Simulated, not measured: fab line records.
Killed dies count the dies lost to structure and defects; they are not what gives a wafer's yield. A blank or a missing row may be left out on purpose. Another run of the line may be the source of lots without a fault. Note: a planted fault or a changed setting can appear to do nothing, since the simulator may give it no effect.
Chamber matching | flow nand_harc | NHARC_P_M0_STRIP_18 on rie_diel-07: 4 sister chambers
The step strips in N2/H2. 4 wafers are shown with their chamber, then 7 later ones without.

WAFERS, EACH WITH ITS CHAMBER
wafer  | chamber | throttle_valve_pct (%)
L088.5 | 3       | 14.174
L088.6 | 2       | 14.168
L085.2 | 1       | 14.190
L085.3 | 0       | 14.165

WAFERS MISSING THEIR CHAMBER
wafer  | throttle_valve_pct (%)
L085.5 | 14.155
L095.1 | 14.164
L095.2 | 14.155
L095.5 | 14.171
L097.1 | 14.167
L097.2 | 14.168
L097.4 | 14.163

EACH ONE'S CHAMBER
wafer  | from the rows above          | in truth
L085.5 | can't be placed: 0 or 2 or 3 | 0
L095.1 | can't be placed: 0 or 2 or 3 | 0
L095.2 | can't be placed: 0 or 2 or 3 | 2
L095.5 | can't be placed: 2 or 3 or 0 | 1
L097.1 | can't be placed: 2 or 0 or 3 | 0
L097.2 | can't be placed: 2 or 0 or 3 | 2
L097.4 | can't be placed: 0 or 2 or 3 | 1
Correct placement for 0 of the 7. Unplaceable from these rows: 7, with the true chamber sitting among the candidates in 5. Wrongly placed: 0.
How it was worked out, from the rows above alone: a wafer's distance from a chamber is the root of the sum, over the readings, of the square of ((its reading less the chamber's mean) divided by the reading's scatter). If the next closest chamber is less than 2 further off than the closest, the wafer can't be placed; otherwise it belongs to the closest. Each chamber's mean is taken over the wafers shown for it. The scatter: with one shown wafer a chamber, the root of the mean of the squares of how far each hidden wafer lies from its nearest shown one.
